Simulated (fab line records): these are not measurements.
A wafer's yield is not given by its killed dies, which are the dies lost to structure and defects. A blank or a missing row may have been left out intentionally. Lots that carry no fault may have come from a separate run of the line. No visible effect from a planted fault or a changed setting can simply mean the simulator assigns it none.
Matching of chambers + flow nand_harc + NHARC_A_CONTACT_CMP_20 on cmp-04 has 4 sister chambers
The step polishes, t overpolish 30 s, target thk 300 nm. 18 wafers are shown with their chamber, then 9 later ones without.

WAFERS WITH THEIR CHAMBER
| wafer  | chamber | motor_current_A (A) | time_to_endpoint_s (s) | overpolish_run_s (s) |
|--------|---------|---------------------|------------------------|----------------------|
| L076.1 | 2       | 11.0                | 66                     | 30.006               |
| L076.3 | 0       | 11.4                | 62                     | 30.005               |
| L076.4 | 1       | 12.4                | 58                     | 30.002               |
| L077.3 | 1       | 12.7                | 60                     | 30.015               |
| L077.5 | 0       | 11.8                | 63                     | 29.993               |
| L077.6 | 3       | 11.4                | 58                     | 30.009               |
| L086.2 | 2       | 12.0                | 63                     | 29.988               |
| L086.5 | 1       | 13.0                | 59                     | 30.004               |
| L086.6 | 2       | 11.8                | 64                     | 29.988               |
| L088.2 | 0       | 11.2                | 63                     | 29.983               |
| L088.5 | 1       | 12.9                | 60                     | 29.980               |
| L088.6 | 2       | 12.0                | 64                     | 29.993               |
| L091.2 | 1       | 12.3                | 57                     | 29.998               |
| L091.3 | 3       | 11.5                | 56                     | 29.997               |
| L091.4 | 2       | 12.0                | 61                     | 29.983               |
| L090.1 | 1       | 12.2                | 55                     | 30.007               |
| L090.2 | 2       | 11.7                | 61                     | 30.002               |
| L090.4 | 0       | 11.0                | 58                     | 30.002               |

SIGNATURES (means of the wafers above)
| reading            | chamber 0 | chamber 1 | chamber 2 | chamber 3 | scatter within a chamber |
|--------------------|-----------|-----------|-----------|-----------|--------------------------|
| motor_current_A    | 11.350    | 12.583    | 11.750    | 11.450    | 0.344                    |
| time_to_endpoint_s | 61.50     | 58.17     | 63.17     | 57.00     | 2.01                     |
| overpolish_run_s   | 29.99575  | 30.00100  | 29.99333  | 30.00300  | 0.0102                   |
Rule: for a wafer and a chamber, the distance is found by dividing, reading by reading, the gap between the wafer's reading and the chamber's mean by the reading's scatter, squaring, summing and taking the root. The wafer belongs to the nearest chamber; if the next one is less than 2 further off, it can't be placed. The scatter: the root of (the sum of the squares of (reading less its chamber's mean) over the shown wafers, divided by (wafers less chambers)).

WAFERS WITH NO CHAMBER GIVEN
| wafer  | motor_current_A (A) | time_to_endpoint_s (s) | overpolish_run_s (s) |
|--------|---------------------|------------------------|----------------------|
| L092.1 | 12.1                | 63                     | 29.985               |
| L092.3 | 11.4                | 59                     | 30.014               |
| L092.6 | 11.0                | 64                     | 30.007               |
| L093.4 | 13.6                | 54                     | 29.984               |
| L093.5 | 11.6                | 58                     | 29.980               |
| L093.6 | 13.2                | 55                     | 29.990               |
| L095.1 | 11.4                | 67                     | 30.012               |
| L095.3 | 12.0                | 64                     | 29.995               |
| L095.4 | 11.4                | 61                     | 29.987               |

WHICH CHAMBER EACH ONE RAN IN
| wafer  | from the rows above               | in truth |
|--------|-----------------------------------|----------|
| L092.1 | can't be placed: 2 or 0 or 1      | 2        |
| L092.3 | can't be placed: 3 or 0 or 2      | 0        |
| L092.6 | can't be placed: 0 or 2 or 3      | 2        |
| L093.4 | 1                                 | 1        |
| L093.5 | can't be placed: 3 or 0 or 2 or 1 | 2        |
| L093.6 | 1                                 | 1        |
| L095.1 | can't be placed: 2 or 0           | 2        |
| L095.3 | can't be placed: 2 or 0           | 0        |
| L095.4 | can't be placed: 0 or 2 or 3      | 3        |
Placed correctly: 2 of 9. From these rows, 7 cannot be placed; in 7 the true chamber is one of the candidates. 0 placed wrongly.
